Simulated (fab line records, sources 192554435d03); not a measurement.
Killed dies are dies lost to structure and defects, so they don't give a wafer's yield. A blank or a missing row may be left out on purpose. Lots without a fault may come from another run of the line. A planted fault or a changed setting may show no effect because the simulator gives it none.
fab line records | flow n5_finfet
record lots=4 wafers=12 last_day=17
route steps=1938 shown SD_EPI_P@318 SD_ACTIVATION@330 ILD0@335 SDB@347 BEOL_M4@1111 PASSIVATION@1936
lots that met no fault: from a run of the same line without faults
start_h: hours from the record's first day to the start of the lot's first wafer shown | wait_h: hours since the lot's step before | " the same as in the row above | L1.1+2: a row that stands for several wafers | - no value, or no start given | * or withheld: withheld | < > ~ a bound
route shown NAME@n: a module of which the file shows steps, and the number in the route of the first | usual: mean/standard deviation of fault-free wafers | same: alike in all rows | chamber/n: place in a boat | sites: the reading at each site | _std_site: their standard deviation | _edge_site: outer sites' mean less inner sites' | radius_mm: how far each site lies from the wafer's centre | mask NAME#n: copy n | behind: the tool/chamber that last shaped the wafer | hold: why the lot was held/for how many hours/how that ended | device: the transistor (n, p or np) that didn't switch | end of line: the same wafers' tests at the end of the route | a step without rows: its recipe alone | killed: dies lost to structure and defects at the first sort, not the wafer's yield | map: a wafer's dies, x killed, . not, _ none there
set.NAME: the setting as run; set.NAME@STEP: as run at that earlier step | model.NAME: the simulator's own value behind a step, which no gauge read
lots at some steps of the route; a table a step, a row a wafer
services: from which hour (start_h, from the record's first day; less than 0 if before it) a tool's chamber was out of use, for how many hours, and why
## steps
# step N5_SD_EPI_P_SRD_20
# recipe dry=ipa_marangoni do_ppb=5 time_s=30 temp_c=23 rinse_liquid=diw
# step N5_SD_EPI_P_PRECLEAN_51
# recipe chemistry=NF3:NH3 afs_cycles=1 temp_c=30 time_s=20 sublimation_temp_c=180 sublimation_time_s=60 pressure_torr=3 rf_power_w=30
# step N5_SD_EPI_P_VAPOR_ETCH_44
# recipe chemistry=NF3/Ar target=SiGe30 temp_c=25 time_s=3.3 mode=isotropic
# step N5_SD_EPI_P_EPI_21
# recipe material=SiGe:B dopant=B temp_c=550 pressure_torr=20 ambient=H2 time_s=355
# step N5_SD_EPI_P_HM_STRIP_48
# recipe chemistry=H3PO4 temp_c=160 material=SiNx target=SiNx target_depth_a=30 overetch_fraction=0.3
# step N5_SD_EPI_P_SRD_49
# recipe dry=ipa_marangoni time_s=30 temp_c=23 rinse_liquid=diw
# step N5_SD_EPI_P_PRECLEAN_24
# recipe chemistry=O3/DIW time_s=45 temp_c=22 o3_ppm=10
# step N5_SD_EPI_P_PRECLEAN_32
# recipe chemistry=dHF time_s=10 dilution=500:1 temp_c=25
# step N5_SD_EPI_P_PRECLEAN_33
# recipe chemistry=SC2 time_s=45 temp_c=35 mix=1:1:50
# step N5_SD_EPI_P_SRD_25
# recipe time_s=30 temp_c=23 rinse_liquid=diw dry=ipa_marangoni
# step N5_SD_ACTIVATION_RTA_00
# recipe temp_c=975 time_s=0 ambient=N2 idle_temp_c=600 ramp_up_c_per_s=150 ramp_down_c_per_s=60 cool_to_c=600
# usual lamp_power_pct=8.95/0.056 lamp_zone_1_pct=8.954/0.026 lamp_zone_2_pct=8.96/0.03 lamp_zone_3_pct=8.949/0.029 lamp_zone_4_pct=8.952/0.025 lamp_zone_5_pct=8.953/0.028 lamp_zone_6_pct=8.883/0.027 lamp_zone_7_pct=9.35/0.031 wafer_temp_C_max=975.1/1.8
# columns lot.wafer tool chamber start_h wait_h lamp_power_pct lamp_zone_1_pct lamp_zone_2_pct lamp_zone_3_pct lamp_zone_4_pct lamp_zone_5_pct lamp_zone_6_pct lamp_zone_7_pct wafer_temp_C_max
L511.1 rtp_anneal-01 0 86.99 0.0 8.90 9.001 8.91 9.007 8.932 8.962 8.877 9.40 973.8
L511.4 " 0 " " 8.95 8.952 8.93 8.986 8.962 8.985 8.873 9.38 976.6
L511.5 " 0 " " 8.79 8.986 8.97 8.975 8.974 8.975 8.857 9.35 974.4
L520.2 rtp_anneal-01 0 141.65 0.1 9.37 9.384 9.42 9.363 9.386 9.388 9.380 9.78 971.7
L520.3 " 0 " " 9.45 9.419 9.34 9.400 9.450 9.368 9.314 9.78 978.3
L520.6 " 0 " " 9.45 9.377 9.38 9.448 9.418 9.393 9.341 9.84 975.9
L523.2 rtp_anneal-02 0 159.62 0.1 9.09 8.974 9.00 8.949 8.935 8.971 8.876 9.32 974.5
L523.3 " 0 " " 9.00 8.986 8.97 8.956 8.989 8.942 8.926 9.35 975.4
L523.6 " 0 " " 8.93 8.942 8.99 8.921 8.941 8.961 8.867 9.36 974.0
L526.2 rtp_anneal-01 0 176.16 0.1 9.37 9.389 9.36 9.395 9.397 9.409 9.354 9.88 971.1
L526.3 " 0 " " 9.41 9.423 9.42 9.401 9.392 9.364 9.314 9.76 972.4
L526.6 " 0 " " 9.41 9.380 9.42 9.377 9.459 9.395 9.308 9.81 976.1
# step N5_SD_ACTIVATION_LSA_01
# recipe temp_c=1080 time_s=0.0008 ambient=N2
# step N5_ILD0_LINER_00
# recipe material=SiNx target_thk_a=40 temp_c=400 ald_precursor_family=SiH2I2 ald_co_reactant=N2/H2-plasma pulse_time_s=1 purge_time_s=2 co_reactant_purge_time_s=2 ald_cycles=80 pressure_torr=2
# step N5_ILD0_FCVD_FILL_01
# recipe material=SiO2_flowable target_thk_a=2000 temp_c=100 pressure_torr=0.8 rf_w=2000 time_s=328.3
# step N5_ILD0_CURE_02
# recipe temp_c=450 time_s=1800 ambient=steam idle_temp_c=400 ramp_up_c_per_min=5 ramp_down_c_per_min=3 densification_p_h2o_torr=640
# step N5_ILD0_CMP_03
# recipe stop_on=SiNx t_overpolish_s=1.9 post_cmp_clean=alkaline_brush down_force_psi=4.1491 platen_rpm=51.796 pad_velocity_m_s=1.0306 target_thk_nm=197.38
# step N5_ILD0_CMP_07
# recipe stop_on=poly-Si material=SiO2_flowable t_overpolish_s=1.18 post_cmp_clean=alkaline_brush down_force_psi=4.1491 platen_rpm=51.796 pad_velocity_m_s=1.0306 target_thk_nm=138.88
# step N5_ILD0_PRECLEAN_10
# recipe chemistry=NF3:NH3 afs_cycles=5 time_s=20 temp_c=30 sublimation_temp_c=180 sublimation_time_s=60 pressure_torr=3 rf_power_w=30
# step N5_ILD0_ALD_15
# recipe material=SiNx target_thk_a=240 temp_c=400 ald_precursor_family=SiH2I2 ald_co_reactant=N2/H2-plasma pulse_time_s=1 ald_cycles=480 purge_time_s=2 co_reactant_purge_time_s=2 pressure_torr=2
# step N5_ILD0_CMP_12
# recipe stop_on=poly-Si material=SiNx t_overpolish_s=6 post_cmp_clean=alkaline_brush down_force_psi=2.5 platen_rpm=51.8 pad_velocity_m_s=1.0307 target_thk_nm=17.67
# step N5_SDB_HM_DEP_00
# recipe material=SiNx target_thk_a=400 temp_c=400 precursor=SiH4/NH3/N2 pressure_torr=1.5 rf_w=300 time_s=35.3
# step N5_SDB_COAT_03
# recipe resist=SOC temp_c=250 time_s=60 spin_rpm=1500 resist_thk_nm=100
# step N5_SDB_COAT_04
# recipe resist=SiARC temp_c=220 time_s=60 spin_rpm=1500 resist_thk_nm=18
# step N5_SDB_COAT_05
# recipe resist=CAR-ArF spin_rpm=1500 resist_thk_nm=90
# step N5_SDB_EBR_07
# recipe solvent=PGMEA ebr_width_mm=1.5
# step N5_SDB_SOFTBAKE_06
# recipe temp_c=110 time_s=60 resist=CAR-ArF
# step N5_SDB_EXPOSE_08
# recipe mask_id=SDB na=1.35 source_shape=conventional sigma_outer=0.5 polarization=unpolarized dose_mj=49.6
# step N5_SDB_PEB_09
# recipe peb_temp_c=withheld peb_time_s=60 resist=CAR-ArF
# step N5_SDB_DEVELOP_10
# recipe develop_time_s=30 developer=TMAH resist=CAR-ArF rinse_liquid=diw dry=air_spin dev_temp_c=23
# step N5_SDB_DESCUM_16
# recipe chemistry=O2 time_s=7.9 source_power_w=50 bias_power_w=20 pressure_mtorr=20 rf_frequency_hz=2.712e+07 temp_c=40 resist=CAR-ArF o2_flow_sccm=225
# step N5_BEOL_M4_RC_MEAS_101
# usual DIBL_N=36.4/1.4 DIBL_P=36.3/1.8 IOFF_N=0.163/0.024 IOFF_N_85C=3.2/0.4 IOFF_N_LIN=0.075/0.0093 IOFF_N_LONG=5.66e-05/2.1e-06 IOFF_P=0.21/0.034 IOFF_P_85C=3.7/0.49 IOFF_P_LIN=0.102/0.013 ION_N=673/11 ION_P=461/7.4 REXT_N=75.0/1.9 REXT_P=101.0/2.2 SS_N=71.6/0.52 SS_P=73.3/0.58 VT_N=249.4/2.5 VT_N_LVT=98.3/2.7 VT_P=-250/3.5 VT_P_LVT=-98.3/2.7
# columns lot.wafer tool chamber start_h wait_h DIBL_N[mV/V] DIBL_P[mV/V] IOFF_N[nA/um] IOFF_N_85C[nA/um] IOFF_N_LIN[nA/um] IOFF_N_LONG[nA/um] IOFF_P[nA/um] IOFF_P_85C[nA/um] IOFF_P_LIN[nA/um] ION_N[uA/um] ION_P[uA/um] REXT_N[ohm.um] REXT_P[ohm.um] SS_N[mV/dec] SS_P[mV/dec] VT_N[mV] VT_N_LVT[mV] VT_P[mV] VT_P_LVT[mV]
L511.1 prober-01 0 201.62 0.0 35.6 36.3 0.159 3.1 0.075 5.62e-05 0.20 3.5 0.095 674 457 77.0 101.5 71.3 73.8 251.1 98.2 -252 -100.5
L511.4 " 0 " " 35.8 36.3 0.154 3.0 0.072 5.4e-05 0.20 3.4 0.093 663 457 75.9 100.6 71.4 73.7 251.2 98.9 -252 -99.7
L511.5 " 0 " " 36.3 37.0 0.165 3.2 0.076 5.46e-05 0.22 3.7 0.100 664 455 77.8 100.8 72.2 73.6 251.1 97.8 -251 -98.6
L520.2 prober-01 0 258.07 0.2 52.7 40.9 0.946 14.0 0.239 6.63e-05 0.37 5.8 0.150 754 480 62.5 94.2 77.4 74.5 228.6 75.4 -242 -90.8
L520.3 " 0 " " 52.2 42.3 0.891 13.2 0.244 6.47e-05 0.41 6.3 0.161 756 484 63.0 92.8 76.5 74.6 228.1 76.2 -239 -89.6
L520.6 " 0 " " 47.8 38.8 0.570 9.2 0.193 6.54e-05 0.31 5.0 0.136 752 484 62.9 94.8 74.9 74.5 230.7 79.4 -243 -91.6
L523.2 prober-01 0 266.76 0.2 35.9 36.8 0.161 3.1 0.076 5.69e-05 0.21 3.7 0.100 685 467 74.6 97.5 71.5 73.3 248.3 97.3 -249 -99.0
L523.3 " 0 " " 35.8 36.6 0.169 3.3 0.080 5.64e-05 0.20 3.6 0.097 693 466 74.2 99.3 70.8 72.5 246.7 95.3 -248 -98.6
L523.6 " 0 " " 35.4 35.5 0.153 3.0 0.072 5.69e-05 0.19 3.5 0.094 673 458 74.4 97.7 70.7 72.3 248.1 97.0 -251 -99.2
L526.2 prober-01 0 286.57 0.2 51.3 40.5 0.657 10.2 0.208 6.26e-05 0.33 5.4 0.151 749 482 62.8 91.6 75.9 74.1 229.7 80.4 -241 -92.7
L526.3 " 0 " " 52.7 42.3 0.742 11.2 0.233 6.16e-05 0.40 6.2 0.174 765 485 62.1 91.2 75.2 74.2 230.2 79.0 -241 -89.6
L526.6 " 0 " " 53.7 42.6 0.810 12.1 0.242 6.18e-05 0.40 6.2 0.171 762 489 62.6 91.8 76.0 74.7 227.9 78.1 -237 -90.7
# step N5_PASSIVATION_PROBE_49
# usual defect_limited_yield=91.4/1.6 killed_at_M0_to_M3=34/12 killed_at_M4_up=13/5.2 killed_at_contacts=11/5.5 killed_at_front_end=40/13 killed_at_other=3.4/2.7 killed_dies=102/19 killed_open=66/15 killed_short=33/7.9 sort_bin_4_leakage=0/0 sort_bin_5_function=5.1/1.1 sort_bin_6_memory=3.2/0.7 sort_n_pass=1078/19 sort_yield_pct=91.4/1.6
# same gross_dies=1180 killed_at_back_side=0 sort_bin_8_speed[%]=0
# columns lot.wafer tool chamber start_h wait_h defect_limited_yield[%] killed_at_M0_to_M3 killed_at_M4_up killed_at_contacts killed_at_front_end killed_at_other killed_dies killed_open killed_short sort_bin_4_leakage[%] sort_bin_5_function[%] sort_bin_6_memory[%] sort_n_pass sort_yield_pct[%]
L511.1 prober-01 - 302.33 0.0 92.1 27 15 7 39 5 93 53 40 0 4.9 2.7 1087 92.1
L511.4 prober-01 - 302.48 0.2 91.8 31 14 3 48 1 97 60 36 0 4.9 2.9 1083 91.8
L511.5 prober-01 - 302.53 0.2 93.1 22 13 5 40 1 81 55 24 0 4.4 2.1 1099 93.1
L520.2 prober-02 - 370.09 0.1 91.5 40 21 5 32 2 100 60 36 91.44 4.9 3.1 1 0.1
L520.3 prober-02 - 370.14 0.1 91.3 42 9 20 29 3 103 66 36 91.27 5.4 2.8 0 0
L520.6 prober-02 - 370.29 0.3 90.2 32 11 12 59 2 116 82 33 68.05 6.0 3.5 261 22.1
L523.2 prober-01 - 370.70 0.1 92.4 27 13 3 46 1 90 61 29 0 4.6 2.9 1090 92.4
L523.3 prober-01 - 370.75 0.1 88.8 33 12 7 78 2 132 77 54 0 6.6 3.9 1048 88.8
L523.6 prober-01 - 370.90 0.3 89.8 41 16 13 50 0 120 91 29 0 6.9 3.1 1060 89.8
L526.2 prober-01 - 400.66 0.1 90.2 32 10 18 52 4 116 81 35 85.08 5.3 4.2 60 5.1
L526.3 prober-01 - 400.71 0.1 93.4 32 8 4 34 0 78 52 24 92.63 4.1 2.2 9 0.8
L526.6 prober-01 - 400.86 0.3 93.1 27 4 11 39 1 82 58 24 92.71 4.0 2.8 4 0.3
# killed by level:class
L511.1 BEOL_M0_SAQP:geometric_particle:short=14 FIN_SAQP:geometric_particle:open=9 FIN_SAQP:geometric_particle:short=9 BEOL_M0_SAQP:geometric_particle:open=7 BEOL_M4:geometric_particle:open=7 STI_FIN_REVEAL:geometric_particle:open=6 GATE_CUT:geometric_particle:short=5 MOL_CONTACT_COAG:geometric_particle:open=5
L511.4 FIN_SAQP:geometric_particle:open=17 BEOL_M2:geometric_particle:open=10 BEOL_M0_SAQP:geometric_particle:short=9 FIN_SAQP:geometric_particle:short=8 BEOL_M4:geometric_particle:open=8 STI_FIN_REVEAL:geometric_particle:open=5 DUMMY_GATE:geometric_particle:short=4 BEOL_M0_SAQP:geometric_particle:open=4
L511.5 STI_FIN_REVEAL:geometric_particle:open=12 FIN_SAQP:geometric_particle:open=6 MOL_CONTACT_COAG:geometric_particle:open=5 BEOL_M0_SAQP:geometric_particle:open=5 BEOL_M3:geometric_particle:open=5 BEOL_M4:geometric_particle:open=5 FIN_SAQP:geometric_particle:short=4 BEOL_M2:geometric_particle:open=4
L520.2 BEOL_M2:geometric_particle:open=12 BEOL_M4:geometric_particle:open=12 STI_FIN_REVEAL:geometric_particle:open=9 BEOL_M1:geometric_particle:short=7 BEOL_M0_SAQP:geometric_particle:open=5 BEOL_M0_SAQP:geometric_particle:short=5 BEOL_M1:geometric_particle:open=5 FIN_SAQP:geometric_particle:open=4
L520.3 MOL_CONTACT_COAG:geometric_particle:open=15 BEOL_M2:geometric_particle:open=11 STI_FIN_REVEAL:geometric_particle:open=8 BEOL_M0_SAQP:geometric_particle:open=8 BEOL_M2:geometric_particle:short=7 FIN_SAQP:geometric_particle:short=6 BEOL_M0_SAQP:geometric_particle:short=6 MOL_CONTACT_COAG:geometric_particle:short=5
L520.6 FIN_SAQP:geometric_particle:short=16 FIN_SAQP:geometric_particle:open=14 STI_FIN_REVEAL:geometric_particle:open=14 BEOL_M3:geometric_particle:open=10 MOL_CONTACT_COAG:geometric_particle:open=9 BEOL_M4:geometric_particle:open=7 DUMMY_GATE:geometric_particle:open=5 BEOL_M0_SAQP:geometric_particle:open=5
L523.2 FIN_SAQP:geometric_particle:open=15 FIN_SAQP:geometric_particle:short=9 BEOL_M2:geometric_particle:open=8 GATE_CUT:geometric_particle:open=5 GATE_CUT:geometric_particle:short=4 BEOL_M0_SAQP:geometric_particle:open=4 BEOL_M0_SAQP:geometric_particle:short=4 BEOL_M0:geometric_particle:open=4
L523.3 FIN_SAQP:geometric_particle:short=23 STI_FIN_REVEAL:geometric_particle:open=18 FIN_SAQP:geometric_particle:open=12 BEOL_M0_SAQP:geometric_particle:open=8 BEOL_M3:geometric_particle:open=8 MOL_CONTACT_COAG:geometric_particle:open=6 STI_FIN_REVEAL:geometric_particle:short=5 BEOL_M0:geometric_particle:open=5
L523.6 FIN_SAQP:geometric_particle:open=16 FIN_SAQP:geometric_particle:short=12 BEOL_M0_SAQP:geometric_particle:open=12 MOL_CONTACT_COAG:geometric_particle:open=11 BEOL_M2:geometric_particle:open=8 STI_FIN_REVEAL:geometric_particle:open=7 BEOL_M1:geometric_particle:open=7 DUMMY_GATE:geometric_particle:open=5
L526.2 FIN_SAQP:geometric_particle:open=16 FIN_SAQP:geometric_particle:short=15 MOL_CONTACT_COAG:geometric_particle:open=14 BEOL_M2:geometric_particle:open=11 STI_FIN_REVEAL:geometric_particle:open=8 BEOL_M0_SAQP:geometric_particle:short=7 GATE_CUT:geometric_particle:open=5 BEOL_M0_SAQP:geometric_particle:open=5
L526.3 BEOL_M2:geometric_particle:open=12 FIN_SAQP:geometric_particle:short=9 BEOL_M1:geometric_particle:open=9 FIN_SAQP:geometric_particle:open=8 STI_FIN_REVEAL:geometric_particle:open=6 BEOL_M3:geometric_particle:open=4 STI_FIN_REVEAL:geometric_particle:short=3 MOL_CONTACT_COAG:geometric_particle:open=3
L526.6 STI_FIN_REVEAL:geometric_particle:open=9 MOL_CONTACT_COAG:geometric_particle:open=9 DUMMY_GATE:geometric_particle:open=8 BEOL_M2:geometric_particle:open=6 BEOL_M1:geometric_particle:open=5 FIN_SAQP:geometric_particle:short=4 FIN_SAQP:geometric_particle:open=4 BEOL_M0_SAQP:geometric_particle:open=4
# map L520.6 (x killed, . not)
_________________........x...________________
______________x................._____________
___________..x......x....x.x.......__________
__________.............x.......x...._________
________.....x...........x...x...x..xx_______
_______..x.............................______
______.......x...............x....x....._____
_____.....x..........x.x......x.....x....____
____xx..x....x......x.....xx..............___
___.x......x.......................x...x..x__
___.....x...........x...............x..x...__
__.........x................................_
__.x...x.xx.......................x...x....._
_.x...............xx..x..........x....x.x....
_x.....x.x...x......x...x................x...
_...........x....x.....x.......x.............
_.....xx....x.......x........................
_................................x......x..x.
_..................................x.........
_...x.....x..................................
_......x......x...................x..........
__.......x.........xx...............x...x.xx_
__x...............x......x......x..........._
___.......x........x.....xx.....x..........__
___...............x.........x........x.x...__
____...........xx...........x..x..x....x..___
_____................x....x....x.........____
______........................x.....x..._____
_______............x...................______
________.....x...x.................x.._______
__________.........................._________
___________........................__________
______________x................x_____________
_________________......x...x.________________
# map L526.2 (x killed, . not)
_________________..x.........________________
______________.............x...._____________
___________x.......................__________
__________..............x........xx._________
________......x................x....x._______
_______...................x...x........______
______..............x....x...x......x.x._____
_____...x...x.x......x..............x....____
____..x............x.x....................___
___.x..........x..........x.x..............__
___..........x.....................x.......__
__..x............x................x........._
__.x.x..xx.x.....x...........x.........x...._
_.........x......xx...........x..............
_..x........x................................
_......x......x............................xx
_...........x.............x.......xxxx...x...
_x...................x.......x........x.....x
_..........x.......x..x......................
_x....x..............x....x.xx.......x.......
_.........x.x................x.......x..x....
__............x..................x..x.x....._
__.......x.................x..x....x........_
___.........xx..........x.x.xx......x......__
___x.........x...........x.x...............__
____.......x..............................___
_____...x.......xx.......................____
______......x.x..x..........x..........._____
_______................................______
________.x.x........x...x............._______
__________.................x........_________
___________.........x.......xx...x.__________
______________x.............x..._____________
_________________............________________
## services
# columns tool chamber start_h hours kind
rtp_anneal-02 - 111.10 4.5 pm
## key
first_sign step=N5_SD_ACTIVATION_RTA_00 reading=lamp_zone_4_pct direction=up sigmas=19 usual=* struck=*
effect step=N5_SD_ACTIVATION_RTA_00 reading=lamp_zone_6_pct direction=up sigmas=17 usual=* struck=*
effect step=N5_BEOL_M4_RC_MEAS_101 reading=IOFF_N direction=up sigmas=25 usual=0.163 struck=0.769
effect step=N5_BEOL_M4_RC_MEAS_101 reading=IOFF_N_85C direction=up sigmas=21 usual=3.2 struck=11.7
effect step=N5_BEOL_M4_RC_MEAS_101 reading=IOFF_N_LIN direction=up sigmas=16 usual=0.075 struck=0.227
effect step=N5_BEOL_M4_RC_MEAS_101 reading=DIBL_N direction=up sigmas=11 usual=36.4 struck=51.7
effect step=N5_BEOL_M4_RC_MEAS_101 reading=SS_N direction=up sigmas=8.5 usual=71.6 struck=76.0
effect step=N5_BEOL_M4_RC_MEAS_101 reading=VT_N direction=down sigmas=8 usual=249.4 struck=229.2
effect step=N5_BEOL_M4_RC_MEAS_101 reading=VT_N_LVT direction=down sigmas=7.5 usual=98.3 struck=78.1
effect step=N5_BEOL_M4_RC_MEAS_101 reading=ION_N direction=up sigmas=7.4 usual=673 struck=756
effect step=N5_BEOL_M4_RC_MEAS_101 reading=REXT_N direction=down sigmas=6.7 usual=75.0 struck=62.7
effect step=N5_BEOL_M4_RC_MEAS_101 reading=IOFF_P direction=up sigmas=4.5 usual=0.21 struck=0.37
effect step=N5_BEOL_M4_RC_MEAS_101 reading=IOFF_P_85C direction=up sigmas=4.3 usual=3.7 struck=5.8
effect step=N5_BEOL_M4_RC_MEAS_101 reading=IOFF_P_LIN direction=up sigmas=4.2 usual=0.102 struck=0.157
effect step=N5_PASSIVATION_PROBE_49 reading=sort_bin_4_leakage direction=up sigmas=99+ usual=0 struck=86.86
met_at N5_SD_ACTIVATION_RTA_00
struck_wafers L520.2,L520.3,L520.6,L526.2,L526.3,L526.6
onset_between 86.99 141.65
fault kind=process_parameter_drift tool=rtp_anneal-01 chamber=- onset_h=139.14 steps=N5_SD_ACTIVATION_RTA_00 channel=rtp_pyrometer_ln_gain offset=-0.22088 shape=step end_h=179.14
